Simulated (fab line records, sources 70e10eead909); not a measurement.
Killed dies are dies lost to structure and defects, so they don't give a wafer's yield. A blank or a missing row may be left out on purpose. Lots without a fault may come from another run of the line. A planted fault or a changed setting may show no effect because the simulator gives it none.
A struck lot beside a sound one | flow nand_harc | 23 steps out of a route of 1302
Sound: wafers L806.1, L806.4, L806.5. Struck: wafers L811.1, L811.4, L811.6. The cause comes at the end.
At each step with rows: each side's tool, then ch and its chambers, then its first start. Under that, the readings that differ: sound wafers | struck wafers | difference of the means | sigmas: that difference in standard deviations of wafers without a fault.
alike: readings whose means differ by less than 2 such deviations, and words and numbers that are the same on both sides. not compared: withheld readings, readings that some wafer has no value for, bounds like >300 that may hide the same value, and numbers for which the record gives no deviation and whose values overlap.
The two part at a step that has a row with sigmas, a row that says differs or no value, or rows on one side only. Numbers that don't overlap but have no deviation are shown without sigmas and don't part them. A reading that every wafer of one side lacks parts them only if that side has two wafers or more.

NHARC_P_CONTACT_CVD_23: deposits W, target thk 200 nm, time 557 s.
  sound on cvd_w-02 ch 0,1; struck on cvd_w-01 ch 0,1
  alike: heater_power_w, throttle_valve_pct
NHARC_P_CONTACT_CMP_24: polishes, t overpolish 30 s, target thk 200 nm.
  sound on cmp-02 ch 1,2,3, day 7 05:29; struck on cmp-02 ch 0,2,3, day 9 07:02
  alike: motor_current_A, overpolish_run_s, retaining_ring_pressure_frac, time_to_endpoint_s
then, 1 step without rows for these wafers: NHARC_P_CONTACT_SRD_26.
NHARC_P_CONTACT_INSPECT_27:
  sound on defect_inspect-02, day 7 05:51; struck on defect_inspect-02, day 9 07:24
  alike: raw_defect_count
then, 7 steps without rows for these wafers: NHARC_P_M0_DEP_00 (deposits SiOC, target thk 150 nm); NHARC_P_M0_DEHYDRATE_01 (time 120 s); NHARC_P_M0_HMDS_02 (time 30 s); NHARC_P_M0_COAT_33 (time 65 s); NHARC_P_M0_COAT_03 (resist thk 90 nm); NHARC_P_M0_SOFTBAKE_04 (time 55 s); NHARC_P_M0_EBR_05.
NHARC_P_M0_EXPOSE_06: exposes mask P M0, target cd 90 nm.
  sound on arfi_scanner-02 ch 0, day 7 06:37; struck on arfi_scanner-02 ch 0, day 9 08:10
  alike: mask, focus_offset_nm
then, 2 steps without rows for these wafers: NHARC_P_M0_PEB_07 (peb time 65 s); NHARC_P_M0_DEVELOP_08 (develop time 35 s).
NHARC_P_M0_CD_MEAS_09: target cd 90 nm.
  sound on cd_sem-01 ch 0, day 7 06:45; struck on cd_sem-03 ch 0, day 9 08:18
  reading    | sound          | struck | difference                    | sigmas
  cd_nm (nm) | 89.5 89.4 89.9 | - - -  | no value on the struck wafers |
NHARC_P_M0_OVL_MEAS_10: pitch 180 nm.
  sound on overlay-02, day 7 06:50; struck on overlay-02, day 9 08:23
  alike: overlay_x_nm, overlay_y_nm
NHARC_P_M0_INSPECT_11:
  sound on defect_inspect-02, day 7 06:53; struck on defect_inspect-02, day 9 08:26
  alike: raw_defect_count
then, 1 step without rows for these wafers: NHARC_P_M0_DESCUM_14 (chemistry O2, time 3 s).
NHARC_P_M0_ETCH_34: etches the open film in N2/H2, target depth 40 nm, overetch 12 nm, time 43.94 s.
  sound on rie_diel-01 ch 0,2, day 7 07:02; struck on rie_diel-04 ch 0,2,3, day 9 08:35
  alike: drypump_motor_current_A, oes_product_au, rf_vpp_V, showerhead_plenum_p_Torr, throttle_valve_pct
  not compared: rf_hours_counter_h
NHARC_P_M0_ETCH_15: etches the open film in C4F8/Ar, target depth 150 nm, overetch 15 nm, time 82.5 s.
  sound on rie_diel-01 ch 0,2; struck on rie_diel-04 ch 0,1,3
  alike: oes_product_au, rf_vpp_V
  not compared: rf_hours_counter_h
NHARC_P_M0_CD_MEAS_16:
  sound on cd_sem-01, day 7 07:14; struck on cd_sem-03, day 9 08:47
  reading    | sound          | struck | difference                    | sigmas
  cd_nm (nm) | 88.1 88.3 89.1 | - - -  | no value on the struck wafers |
NHARC_P_M0_STRIP_18: strips in N2/H2.
  sound on rie_diel-01 ch 2,3, day 7 07:19; struck on rie_diel-04 ch 1,3, day 9 08:53
  alike: drypump_motor_current_A, oes_product_au, rf_vpp_V, showerhead_plenum_p_Torr, throttle_valve_pct
  not compared: rf_hours_counter_h
-- the record jumps here: 18 days lie between the struck wafers' starts before and after (it left off in module P_M0 and takes up again in module END, whose first step shown is number 1302 of the route) --
NHARC_END_SORT_01:
  the record has rows for the struck wafers here (prober-02 ch 0, day 27 12:22) and none for the sound ones

WHERE THEY PART
First at NHARC_P_M0_CD_MEAS_09; last, within this record, at NHARC_END_SORT_01.

WHY: what the simulator had put in
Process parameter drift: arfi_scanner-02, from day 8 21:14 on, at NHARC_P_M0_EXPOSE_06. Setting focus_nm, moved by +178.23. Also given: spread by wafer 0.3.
